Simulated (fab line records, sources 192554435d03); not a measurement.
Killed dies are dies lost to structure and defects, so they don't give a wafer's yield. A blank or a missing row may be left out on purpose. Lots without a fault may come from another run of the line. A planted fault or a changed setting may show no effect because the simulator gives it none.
One fault seen from 3 desks | flow n5_finfet | each desk has only its own numbers; what lay behind them comes last

THE METROLOGY DESK
What the gauges read, lot by lot, whatever tool the lot ran on: means of the sampled wafers that have a number. A lot is out of limits, marked OUT, if its mean lies more than 4 standard deviations from the usual mean; the brackets give that distance. Of its 11 readings 7 are shown: those that lie furthest out on some lot.
Columns: A = VIA_MOL_THK at N5_MOL_CONTACT_COAG_THK_MEAS_53, usual 43.7 nm; B = DIBL_N at N5_BEOL_M4_RC_MEAS_101, usual 36.4 mV/V; C = IOFF_N at N5_BEOL_M4_RC_MEAS_101, usual 0.156 nA/um; D = IOFF_P at N5_BEOL_M4_RC_MEAS_101, usual 0.210 nA/um; E = ION_N at N5_BEOL_M4_RC_MEAS_101, usual 675 uA/um; F = SS_P at N5_BEOL_M4_RC_MEAS_101, usual 73.3 mV/dec; G = VT_P at N5_BEOL_M4_RC_MEAS_101, usual -250.3 mV
lot  | first seen here | A    | B    | C     | D     | E   | F    | G
L764 | day 8 16:39     | 44.6 | 34.9 | 0.141 | 0.191 | 672 | 73.0 | -254.0
L765 | day 9 02:08     | 43.7 | 37.0 | 0.168 | 0.214 | 683 | 73.1 | -248.3
L767 | day 9 14:59     | 42.6 | 37.5 | 0.170 | 0.207 | 686 | 73.8 | -251.8
L769 | day 10 00:50    | 44.0 | 34.4 | 0.127 | 0.182 | 668 | 72.3 | -251.4
L770 | day 10 04:12    | 43.9 | 35.4 | 0.142 | 0.208 | 673 | 73.4 | -249.2
L773 | day 10 23:14    | 42.9 | 36.3 | 0.159 | 0.224 | 671 | 72.9 | -249.1
This desk's finding: nothing out of limits on any of the 6 lots.

THE TOOL OWNER'S DESK: cmp-03
The tool's own readings at N5_MOL_CONTACT_COAG_CMP_52 (polishes, stops on SiO2, t overpolish 1.5 s, target thk 66.5 nm): means of the sampled wafers that have a number, for each lot that ran on this tool. A lot is out of limits, marked OUT, if its mean lies more than 4 standard deviations from the usual mean; the brackets give that distance.
Columns: A = edge_zone_pressure_frac at N5_MOL_CONTACT_COAG_CMP_52, usual 1.000; B = head_pressure_psi at N5_MOL_CONTACT_COAG_CMP_52, usual 3.999 psi; C = motor_current_A at N5_MOL_CONTACT_COAG_CMP_52, usual 12.2 A; D = overpolish_run_s at N5_MOL_CONTACT_COAG_CMP_52, usual 1.500 s; E = time_to_endpoint_s at N5_MOL_CONTACT_COAG_CMP_52, usual 14.0 s
lot  | first seen here | A     | B     | C    | D     | E
L764 | day 8 16:23     | 0.997 | 4.007 | 11.1 | 1.502 | 14.2
L773 | day 10 22:58    | 0.996 | 3.991 | 12.7 | 1.496 | 13.5
This desk's finding: nothing out of limits on any of the 2 lots.

THE DEFECT DESK
What the inspections along the route counted, lot by lot: means of the sampled wafers that have a number. A lot is out of limits, marked OUT, if its mean lies more than 4 standard deviations from the usual mean; the brackets give that distance.
Columns: A = raw_defect_count at N5_MOL_CONTACT_COAG_INSPECT_97, usual 43
lot  | first seen here | A
L753 | day 6 03:52     | 1246 (+50) OUT
L754 | day 6 11:19     | 1237 (+50) OUT
L755 | day 6 14:18     | 1239 (+50) OUT
L764 | day 8 19:43     | 66
L765 | day 9 05:13     | 65
L767 | day 9 18:04     | 36
L769 | day 10 03:54    | 29
L770 | day 10 07:16    | 42
L773 | day 11 04:12    | 24
This desk's finding: out of limits on L753, L754, L755; first on L753, day 6 03:52 (raw_defect_count at N5_MOL_CONTACT_COAG_INSPECT_97). In limits: L764, L765, L767, L769, L770, L773.

PUT TOGETHER
The defect desk could have raised an alarm at day 6 03:52, on L753, L754, L755.
The metrology desk saw nothing out of limits.
The tool owner's desk saw nothing out of limits.
The metrology desk has no number on record for L753, L754, L755.
The tool owner's desk has no number on record for L753, L754, L755.
Of the lots named, all ran N5_MOL_CONTACT_COAG_CMP_52 on cmp-03.

WHAT THE SIMULATOR HAD PUT IN
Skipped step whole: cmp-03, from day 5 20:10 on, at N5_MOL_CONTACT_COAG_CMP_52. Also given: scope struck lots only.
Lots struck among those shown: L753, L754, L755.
Hours from the fault's start to each desk's first reading out of limits: the defect desk, 8.
